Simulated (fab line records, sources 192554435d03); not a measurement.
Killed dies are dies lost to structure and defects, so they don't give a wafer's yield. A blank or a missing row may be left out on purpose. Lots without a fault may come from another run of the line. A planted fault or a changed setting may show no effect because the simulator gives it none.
fab line records | flow n5_finfet | part 1 of 2: steps 1 to 25 of 36
record lots=5 wafers=15 last_day=17
route steps=1938 shown PMOS_HMC_CHANNEL_EPI@71 FIN_SAQP@90
lots that met no fault: from a run of the same line without faults
start_h: hours from the record's first day to the start of the lot's first wafer shown | wait_h: hours since the lot's step before | " the same as in the row above | L1.1+2: a row that stands for several wafers | - no value, or no start given | * or withheld: withheld | < > ~ a bound
route shown NAME@n: a module of which the file shows steps, and the number in the route of the first | usual: mean/standard deviation of fault-free wafers | same: alike in all rows | chamber/n: place in a boat | sites: the reading at each site | _std_site: their standard deviation | _edge_site: outer sites' mean less inner sites' | radius_mm: how far each site lies from the wafer's centre | mask NAME#n: copy n | behind: the tool/chamber that last shaped the wafer | hold: why the lot was held/for how many hours/how that ended | device: the transistor (n, p or np) that didn't switch | end of line: the same wafers' tests at the end of the route | a step without rows: its recipe alone | killed: dies lost to structure and defects at the first sort, not the wafer's yield | map: a wafer's dies, x killed, . not, _ none there
set.NAME: the setting as run; set.NAME@STEP: as run at that earlier step | model.NAME: the simulator's own value behind a step, which no gauge read
lots at some steps of the route; a table a step, a row a wafer
services: from which hour (start_h, from the record's first day; less than 0 if before it) a tool's chamber was out of use, for how many hours, and why
## steps
# step N5_PMOS_HMC_CHANNEL_EPI_STRIP_33
# recipe chemistry=N2/H2 power_w=500 temp_c=40 pressure_mtorr=50 rf_frequency_hz=6e+07 overash_fraction=0.3 bias_power_w=8 h2_frac=0.5 n2_flow_sccm=300 h2_flow_sccm=300
# usual chamber_pressure_mTorr=50.01/0.094 drypump_motor_current_A=5.6/0.44 oes_product_au=0.75/0.08 rf_vpp_V=54.2/1.9 showerhead_plenum_p_Torr=3.35/0.11 throttle_valve_pct=18.9/0.37
# columns lot.wafer tool chamber start_h wait_h chamber_pressure_mTorr drypump_motor_current_A oes_product_au rf_hours_counter_h rf_vpp_V showerhead_plenum_p_Torr throttle_valve_pct
L075.1 rie_diel-04 3 24.06 0.0 50.02 5.2 0.72 161 52.3 3.22 18.4
L075.2 " 1 " " 49.86 5.7 0.80 98 56.2 3.12 18.4
L075.5 " 0 " " 50.10 5.8 0.71 - 52.0 3.33 19.5
L079.1 rie_diel-01 3 47.64 0.0 50.00 5.6 0.79 109 58.0 3.53 19.0
L079.2 " 1 " " 49.95 5.8 0.89 36 52.5 3.30 18.7
L079.4 " 2 " " 49.86 5.2 0.81 92 51.1 3.25 18.8
L083.1 rie_diel-01 2 72.25 0.0 50.09 5.2 0.81 99 56.9 3.25 18.8
L083.3 " 0 " " 50.00 5.0 0.69 229 54.0 3.33 19.2
L083.4 " 1 " " 50.00 5.8 0.90 42 56.0 3.30 18.7
L092.1 rie_diel-01 0 125.13 0.0 49.89 5.0 0.69 244 54.1 3.32 19.1
L092.2 " 3 " " 50.00 5.6 0.78 132 51.4 3.52 19.1
L092.3 " 2 " " 49.98 5.2 0.78 114 52.2 3.24 18.8
L094.2 rie_diel-03 0 137.52 0.0 50.01 6.1 0.69 224 58.6 3.31 18.4
L094.3 " 2 " " 49.98 5.1 0.68 248 54.6 3.45 18.8
L094.6 " 2 " " 49.92 5.0 0.67 - 54.2 3.45 18.8
# step N5_PMOS_HMC_CHANNEL_EPI_STRIP_17
# recipe chemistry=SPM time_s=750 temp_c=130 h2so4_h2o2_vol_ratio=4 dry=ipa_marangoni
# columns lot.wafer tool chamber start_h wait_h
L075.1+2+5 wet_bench-03 2,7,1 24.12 -
L079.1+2+4 wet_bench-02 0,3,4 47.71 -
L083.1+3+4 wet_bench-03 2,5,4 72.32 -
L092.1+2+3 wet_bench-04 5,2,3 125.19 -
L094.2+3+6 wet_bench-03 1,7,0 137.59 -
# step N5_PMOS_HMC_CHANNEL_EPI_ETCH_38
# recipe chemistry=CF4 target=SiO2 target_depth_a=15 ion_energy_ev=350 pressure_mtorr=10 icp_w=800 bias_w=400 cf4_flow_sccm=80
# usual chamber_pressure_mTorr=10.000/0.0084 drypump_motor_current_A=5.7/0.41 oes_product_au=1.001/0.021 throttle_valve_pct=21.71/0.3
# columns lot.wafer tool chamber start_h wait_h chamber_pressure_mTorr drypump_motor_current_A oes_product_au rf_hours_counter_h throttle_valve_pct
L075.1 rie_si-02 2 24.37 0.0 10.010 5.4 1.018 176 21.62
L075.2 " 3 " " 9.997 5.5 0.972 176 21.68
L075.5 " 2 " " 10.005 5.4 1.010 - 21.62
L079.1 rie_si-02 2 47.97 0.0 10.014 5.4 1.013 177 21.61
L079.2 " 3 " " 9.990 5.5 0.989 177 21.67
L079.4 " 1 " " 9.985 5.7 1.034 37 21.29
L083.1 rie_si-06 2 72.55 0.0 10.003 5.3 1.029 104 21.68
L083.3 " 3 " " 10.008 5.9 1.012 162 21.92
L083.4 " 0 " " 9.996 5.6 0.979 2 21.30
L092.1 rie_si-02 3 125.43 0.0 10.006 5.5 0.987 178 21.68
L092.2 " 1 " " 10.009 5.7 1.027 39 21.26
L092.3 " 0 " " 9.991 5.7 1.018 141 21.61
L094.2 rie_si-05 0 137.82 0.0 10.012 6.0 0.992 194 22.07
L094.3 " 1 " " 10.013 5.4 1.003 0 21.79
L094.6 " 3 " " 10.000 6.5 1.020 - 22.21
# step N5_PMOS_HMC_CHANNEL_EPI_FIN_RECESS_16
# recipe chemistry=HBr/Cl2 target=Si mask_material=SiO2 target_depth_a=540 time_s=18 pressure_mtorr=10 icp_w=800 bias_w=75 HBr_flow_sccm=150 Cl2_flow_sccm=80
# usual HBr_flow_sccm=150.1/0.46 chamber_pressure_mTorr=10.001/0.0096 drypump_motor_current_A=5.7/0.41 oes_product_au=1.001/0.02 throttle_valve_pct=35.5/0.33
# columns lot.wafer tool chamber start_h wait_h HBr_flow_sccm chamber_pressure_mTorr drypump_motor_current_A oes_product_au rf_hours_counter_h throttle_valve_pct
L075.1 rie_si-02 2 24.39 0.0 150.1 10.005 5.4 1.006 176 35.3
L075.2 " 3 " " 150.2 9.991 5.5 0.985 176 35.4
L075.5 " 2 " " 150.2 10.000 5.4 1.020 - 35.3
L079.1 rie_si-02 2 47.99 0.0 149.2 10.001 5.4 1.020 177 35.3
L079.2 " 3 " " 149.6 9.998 5.5 0.991 177 35.3
L079.4 " 1 " " 150.1 10.004 5.7 1.036 37 35.0
L083.1 rie_si-06 2 72.57 0.0 150.1 9.983 5.3 1.042 104 35.6
L083.3 " 3 " " 149.7 10.012 5.9 1.005 162 35.5
L083.4 " 0 " " 149.7 10.018 5.6 0.991 2 35.1
L092.1 rie_si-02 3 125.45 0.0 149.8 10.000 5.5 0.989 178 35.3
L092.2 " 1 " " 150.2 9.992 5.7 1.024 39 35.0
L092.3 " 0 " " 150.2 9.999 5.8 1.012 141 35.4
L094.2 rie_si-05 0 137.84 0.0 149.7 10.009 6.0 0.980 194 35.5
L094.3 " 1 " " 150.2 10.010 5.4 0.990 0 35.6
L094.6 " 3 " " 150.2 10.000 6.5 1.012 - 36.3
# step N5_PMOS_HMC_CHANNEL_EPI_PRECLEAN_36
# recipe chemistry=O3/DIW time_s=45 temp_c=22 o3_ppm=10
# columns lot.wafer tool chamber start_h wait_h
L075.1+2+5 wet_bench-02 2,1,4 24.49 0.1
L079.1+2+4 wet_bench-02 6,7,0 48.08 0.1
L083.1+3+4 wet_bench-03 3,2,0 72.67 0.1
L092.1+2+3 wet_bench-03 1,2,6 125.55 0.1
L094.2+3+6 wet_bench-02 5,2,7 137.94 0.1
# step N5_PMOS_HMC_CHANNEL_EPI_PRECLEAN_18
# recipe chemistry=DHF time_s=30 temp_c=25 dilution=withheld
# columns lot.wafer tool chamber start_h wait_h
L075.1+2+5 wet_bench-02 2,1,4 24.50 0.0
L079.1+2+4 wet_bench-02 6,7,0 48.10 0.0
L083.1+3+4 wet_bench-03 3,2,0 72.69 0.0
L092.1+2+3 wet_bench-03 1,2,6 125.56 0.0
L094.2+3+6 wet_bench-02 5,2,7 137.95 0.0
# step N5_PMOS_HMC_CHANNEL_EPI_SRD_19
# recipe dry=ipa_marangoni do_ppb=5 time_s=30 temp_c=23 rinse_liquid=diw
# columns lot.wafer tool chamber start_h wait_h
L075.1+2+5 wet_bench-02 2,1,4 24.51 0.0
L079.1+2+4 wet_bench-02 6,7,0 48.11 0.0
L083.1+3+4 wet_bench-03 3,2,0 72.70 0.0
L092.1+2+3 wet_bench-03 1,2,6 125.57 0.0
L094.2+3+6 wet_bench-02 5,2,7 137.96 0.0
# step N5_PMOS_HMC_CHANNEL_EPI_EPI_20
# recipe material=SiGe30 mask_material=SiO2 pressure_torr=20 target_thk_a=590 temp_c=600
# usual chamber_pressure_Torr=20.01/0.041
# columns lot.wafer tool chamber start_h wait_h chamber_pressure_Torr
L075.1 epi_rpcvd-02 0 24.56 0.0 20.02
L075.2 " 0 " " 19.97
L075.5 " 0 " " 20.01
L079.1 epi_rpcvd-02 0 48.16 0.0 20.04
L079.2 " 0 " " 19.97
L079.4 " 0 " " 20.03
L083.1 epi_rpcvd-03 0 72.75 0.0 19.98
L083.3 " 0 " " 20.04
L083.4 " 0 " " 20.02
L092.1 epi_rpcvd-04 0 125.62 0.0 19.99
L092.2 " 0 " " 20.02
L092.3 " 0 " " 20.00
L094.2 epi_rpcvd-02 0 138.21 0.2 20.05
L094.3 " 0 " " 19.98
L094.6 " 0 " " 20.01
# step N5_PMOS_HMC_CHANNEL_EPI_HM_STRIP_35
# recipe chemistry=dHF temp_c=25 material=SiO2 target=SiO2 target_depth_a=396 time_s=216
# columns lot.wafer tool chamber start_h wait_h
L075.1+2+5 wet_bench-03 0,1,3 26.19 1.4
L079.1+2+4 wet_bench-03 0,4,5 50.33 1.8
L083.1+3+4 wet_bench-04 4,0,6 73.98 1.0
L092.1+2+3 wet_bench-02 4,7,1 126.86 1.0
L094.2+3+6 wet_bench-02 1,2,0 139.24 0.8
# step N5_PMOS_HMC_CHANNEL_EPI_SRD_39
# recipe dry=ipa_marangoni time_s=30 temp_c=23 rinse_liquid=diw
# columns lot.wafer tool chamber start_h wait_h
L075.1+2+5 wet_bench-03 0,1,3 26.25 0.0
L079.1+2+4 wet_bench-03 0,4,5 50.39 0.0
L083.1+3+4 wet_bench-04 4,0,6 74.04 0.0
L092.1+2+3 wet_bench-02 4,7,1 126.92 0.0
L094.2+3+6 wet_bench-02 1,2,0 139.31 0.0
# step N5_PMOS_HMC_CHANNEL_EPI_CMP_21
# recipe material=SiGe30 post_cmp_clean=alkaline_brush target_thk_nm=54
# usual motor_current_A=12.0/0.81 retaining_ring_pressure_frac=1.000/0.005
# columns lot.wafer tool chamber start_h wait_h motor_current_A retaining_ring_pressure_frac
L075.1 cmp-04 3 26.29 0.0 11.4 1.003
L075.2 " 2 " " 11.1 1.004
L075.5 " 0 " " 13.2 1.000
L079.4 cmp-03 0 50.43 0.0 13.2 0.999
L079.1 " 1 " " 12.6 0.999
L079.2 " 2 " " 12.0 1.002
L083.3 cmp-04 0 74.08 0.0 12.9 0.992
L083.4 " 2 " " 10.7 1.002
L083.1 " 3 " " 11.3 0.999
L092.2 cmp-02 2 126.96 0.0 11.8 1.010
L092.1 " 0 " " 11.3 0.998
L092.3 " 1 " " 13.2 1.000
L094.2 cmp-04 3 139.38 0.1 11.6 0.999
L094.3 " 1 " " 11.7 1.005
L094.6 " 3 " " 11.4 0.996
# step N5_PMOS_HMC_CHANNEL_EPI_THK_MEAS_22
# recipe reads=SiGe30_of_PMOS_HMC_CHANNEL_EPI_EPI_20
# usual HMC_CMP_THK=53.8/1
# columns lot.wafer tool chamber start_h wait_h HMC_CMP_THK[nm]
L075.1 film_metro-02 - 26.59 - 54.4
L075.2 " - " " 53.9
L075.5 " - " " 54.4
L079.1 film_metro-01 - 50.73 - 54.4
L079.2 " - " " 54.5
L079.4 " - " " 54.9
L083.1 film_metro-01 - 74.37 - 55.4
L083.3 " - " " 54.4
L083.4 " - " " 54.0
L092.1 film_metro-02 - 127.25 - 54.7
L092.2 " - " " 54.7
L092.3 " - " " 54.5
L094.2 film_metro-01 - 139.64 - 54.5
L094.3 " - " " 53.0
L094.6 " - " " 53.1
# step N5_PMOS_HMC_CHANNEL_EPI_PRECLEAN_40
# recipe chemistry=DHF time_s=30 temp_c=25 dilution=withheld
# columns lot.wafer tool chamber start_h wait_h
L075.1+2+5 wet_bench-02 7,6,3 26.61 0.0
L079.1+2+4 wet_bench-03 4,7,2 50.75 0.0
L083.1+3+4 wet_bench-03 4,6,5 74.40 0.0
L092.1+2+3 wet_bench-03 2,1,4 127.28 0.0
L094.2+3+6 wet_bench-04 0,4,5 139.67 0.0
# step N5_PMOS_HMC_CHANNEL_EPI_PRECLEAN_37
# recipe chemistry=O3/DIW time_s=45 temp_c=22 o3_ppm=10
# columns lot.wafer tool chamber start_h wait_h
L075.1+2+5 wet_bench-02 7,6,3 26.63 0.0
L079.1+2+4 wet_bench-03 4,7,2 50.76 0.0
L083.1+3+4 wet_bench-03 4,6,5 74.41 0.0
L092.1+2+3 wet_bench-03 2,1,4 127.29 0.0
L094.2+3+6 wet_bench-04 0,4,5 139.68 0.0
# step N5_PMOS_HMC_CHANNEL_EPI_PRECLEAN_24
# recipe chemistry=DHF time_s=30 temp_c=25 dilution=withheld
# columns lot.wafer tool chamber start_h wait_h
L075.1+2+5 wet_bench-02 7,6,3 26.64 0.0
L079.1+2+4 wet_bench-03 4,7,2 50.78 0.0
L083.1+3+4 wet_bench-03 4,6,5 74.43 0.0
L092.1+2+3 wet_bench-03 2,1,4 127.30 0.0
L094.2+3+6 wet_bench-04 0,4,5 139.69 0.0
# step N5_PMOS_HMC_CHANNEL_EPI_SRD_25
# recipe dry=ipa_marangoni do_ppb=5 time_s=30 temp_c=23 rinse_liquid=diw
# columns lot.wafer tool chamber start_h wait_h
L075.1+2+5 wet_bench-02 7,6,3 26.65 0.0
L079.1+2+4 wet_bench-03 4,7,2 50.79 0.0
L083.1+3+4 wet_bench-03 4,6,5 74.43 0.0
L092.1+2+3 wet_bench-03 2,1,4 127.31 0.0
L094.2+3+6 wet_bench-04 0,4,5 139.70 0.0
# step N5_PMOS_HMC_CHANNEL_EPI_EPI_26
# recipe material=Si target_thk_a=38 temp_c=650 precursor=SiH4/H2 pressure_torr=20 time_s=22.7
# usual chamber_pressure_Torr=20.00/0.038 throttle_valve_pct=11.11/0.27
# columns lot.wafer tool chamber start_h wait_h chamber_pressure_Torr throttle_valve_pct
L075.1 epi_rpcvd-03 0 26.70 0.0 20.00 11.12
L075.2 " 0 " " 19.99 11.31
L075.5 " 0 " " 20.04 11.10
L079.1 epi_rpcvd-03 0 50.83 0.0 20.03 11.09
L079.2 " 0 " " 20.05 11.19
L079.4 " 0 " " 19.98 11.19
L083.1 epi_rpcvd-02 0 74.48 0.0 20.00 10.99
L083.3 " 0 " " 19.97 10.95
L083.4 " 0 " " 20.00 10.83
L092.1 epi_rpcvd-02 0 127.36 0.0 19.90 10.75
L092.2 " 0 " " 19.91 11.06
L092.3 " 0 " " 19.99 11.20
L094.2 epi_rpcvd-03 0 139.80 0.1 20.03 11.32
L094.3 " 0 " " 20.03 11.09
L094.6 " 0 " " 20.01 10.96
# step N5_PMOS_HMC_CHANNEL_EPI_INSPECT_30
# recipe inspect_instrument=darkfield mode=post_epi
# usual raw_defect_count=18/6
# columns lot.wafer tool chamber start_h wait_h raw_defect_count
L075.1 defect_inspect-02 - 27.07 0.0 23
L075.2 " - " " 20
L075.5 " - " " 20
L079.1 defect_inspect-01 - 51.30 0.0 15
L079.2 " - " " 18
L079.4 " - " " 19
L083.1 defect_inspect-02 - 74.95 0.0 17
L083.3 " - " " 36
L083.4 " - " " 16
L092.1 defect_inspect-01 - 127.83 0.0 23
L092.2 " - " " 22
L092.3 " - " " 21
L094.2 defect_inspect-01 - 140.14 0.0 17
L094.3 " - " " 18
L094.6 " - " " 12
# step N5_FIN_SAQP_PRECLEAN_42
# recipe chemistry=O3/DIW time_s=60 temp_c=22 o3_ppm=10
# columns lot.wafer tool chamber start_h wait_h
L075.1+2+5 wet_bench-01 7,1,2 27.09 0.0
L079.1+2+4 wet_bench-05 6,7,3 51.33 0.0
L083.1+3+4 wet_bench-05 6,7,2 74.98 0.0
L092.1+2+3 wet_bench-05 3,2,5 127.86 0.0
L094.2+3+6 wet_bench-01 0,1,4 140.37 0.2
# step N5_FIN_SAQP_PRECLEAN_00
# recipe chemistry=SC1 time_s=60 temp_c=55 mix=1:2:50
# usual nh4oh_flow_mL_min=28.30/0.09
# columns lot.wafer tool chamber start_h wait_h nh4oh_flow_mL_min
L075.1 wet_bench-01 7 27.11 0.0 28.32
L075.2 " 1 " " 28.30
L075.5 " 2 " " 28.32
L079.1 wet_bench-05 6 51.35 0.0 28.31
L079.2 " 7 " " 28.38
L079.4 " 3 " " 28.29
L083.1 wet_bench-05 6 75.00 0.0 28.32
L083.3 " 7 " " 28.24
L083.4 " 2 " " 28.19
L092.1 wet_bench-05 3 127.88 0.0 28.35
L092.2 " 2 " " 28.43
L092.3 " 5 " " 28.29
L094.2 wet_bench-01 0 140.39 0.0 28.44
L094.3 " 1 " " 28.29
L094.6 " 4 " " 28.04
# step N5_FIN_SAQP_PRECLEAN_44
# recipe chemistry=SC2 time_s=45 temp_c=35 mix=1:1:50
# columns lot.wafer tool chamber start_h wait_h
L075.1+2+5 wet_bench-01 7,1,2 27.13 0.0
L079.1+2+4 wet_bench-05 6,7,3 51.37 0.0
L083.1+3+4 wet_bench-05 6,7,2 75.02 0.0
L092.1+2+3 wet_bench-05 3,2,5 127.90 0.0
L094.2+3+6 wet_bench-01 0,1,4 140.41 0.0
# step N5_FIN_SAQP_SRD_01
# recipe dry=ipa_marangoni time_s=30 temp_c=23 rinse_liquid=diw
# columns lot.wafer tool chamber start_h wait_h
L075.1+2+5 wet_bench-01 7,1,2 27.15 0.0
L079.1+2+4 wet_bench-05 6,7,3 51.39 0.0
L083.1+3+4 wet_bench-05 6,7,2 75.03 0.0
L092.1+2+3 wet_bench-05 3,2,5 127.91 0.0
L094.2+3+6 wet_bench-01 0,1,4 140.42 0.0
# step N5_FIN_SAQP_ALD_61
# recipe material=SiO2 target_thk_a=40 temp_c=300 ald_precursor_family=BDEAS ald_co_reactant=O2-plasma pulse_time_s=1 purge_time_s=2 co_reactant_purge_time_s=2 ald_cycles=43 pressure_torr=2
# usual chamber_pressure_Torr=2.000/0.0045 heater_power_w=463/67 precursor_pulse_height_rel=0.998/0.02
# columns lot.wafer tool chamber start_h wait_h chamber_pressure_Torr heater_power_w precursor_pulse_height_rel
L075.1 ald_sin-04 2 27.27 0.1 1.995 497 0.983
L075.2 " 1 " " 2.000 430 1.021
L075.5 " 2 " " 1.994 493 1.028
L079.1 ald_sin-01 3 51.43 0.0 1.999 528 0.963
L079.2 " 0 " " 2.002 466 1.005
L079.4 " 2 " " 2.010 538 1.018
L083.1 ald_sin-01 3 75.08 0.0 2.007 527 0.993
L083.3 " 0 " " 2.003 467 0.992
L083.4 " 2 " " 2.001 543 0.984
L092.1 ald_sin-01 1 127.95 0.0 2.007 425 1.027
L092.2 " 0 " " 1.998 481 0.971
L092.3 " 3 " " 2.006 522 0.995
L094.2 ald_sin-01 1 140.47 0.0 2.002 428 0.989
L094.3 " 2 " " 1.997 542 0.982
L094.6 " 0 " " 1.999 471 0.995
# step N5_FIN_SAQP_DENSIFY_62
# recipe temp_c=700 time_s=60 ambient=N2 idle_temp_c=600 ramp_up_c_per_s=150 ramp_down_c_per_s=60 cool_to_c=600
# usual lamp_power_pct=9.85/0.056 lamp_zone_7_pct=10.266/0.012 wafer_temp_C_max=703.3/0.66
# columns lot.wafer tool chamber start_h wait_h lamp_power_pct lamp_zone_7_pct wafer_temp_C_max
L075.1 rtp_anneal-01 0 27.49 0.1 9.87 10.251 703.4
L075.2 " 0 " " 9.94 10.265 702.9
L075.5 " 0 " " 9.84 10.265 703.3
L079.1 rtp_anneal-02 0 51.64 0.1 9.83 10.280 703.8
L079.2 " 0 " " 9.83 10.274 702.5
L079.4 " 0 " " 9.86 10.283 703.8
L083.1 rtp_anneal-01 0 75.29 0.1 9.88 10.267 704.8
L083.3 " 0 " " 9.81 10.273 703.9
L083.4 " 0 " " 9.71 10.255 703.3
L092.1 rtp_anneal-02 0 128.16 0.1 9.89 10.251 704.9
L092.2 " 0 " " 9.89 10.276 704.0
L092.3 " 0 " " 9.94 10.261 703.7
L094.2 rtp_anneal-02 0 140.70 0.1 9.86 10.284 702.8
L094.3 " 0 " " 9.89 10.263 702.9
L094.6 " 0 " " 9.85 10.273 702.7
# step N5_FIN_SAQP_HM_DEP_03
# recipe material=SiNx target_thk_a=380 temp_c=400 precursor=SiH4/NH3/N2 pressure_torr=1.5 rf_w=300 time_s=33.6
# usual chamber_pressure_Torr=1.500/0.0031 heater_power_w=736/63 showerhead_plenum_p_Torr=5.17/0.084 throttle_valve_pct=39.9/2
# columns lot.wafer tool chamber start_h wait_h chamber_pressure_Torr heater_power_w showerhead_plenum_p_Torr throttle_valve_pct
L075.1 pecvd-03 1 27.72 0.2 1.501 713 5.17 41.1
L075.2 " 0 " " 1.500 709 5.33 37.8
L075.5 " 1 " " 1.504 730 5.18 41.1
L079.1 pecvd-03 2 51.86 0.2 1.500 712 5.26 37.6
L079.2 " 1 " " 1.497 812 5.17 41.3
L079.4 " 1 " " 1.503 809 5.17 40.9
L083.1 pecvd-01 0 75.52 0.2 1.496 812 5.13 39.0
L083.3 " 1 " " 1.497 874 5.13 41.5
L083.4 " 0 " " 1.500 820 5.12 38.8
L092.1 pecvd-02 2 128.37 0.2 1.506 779 5.15 37.5
L092.2 " 1 " " 1.495 746 5.02 39.5
L092.3 " 0 " " 1.498 663 5.13 38.7
L094.2 pecvd-01 2 140.88 0.2 1.498 790 5.24 44.0
L094.3 " 0 " " 1.499 790 5.11 39.0
L094.6 " 0 " " 1.503 782 5.13 39.1
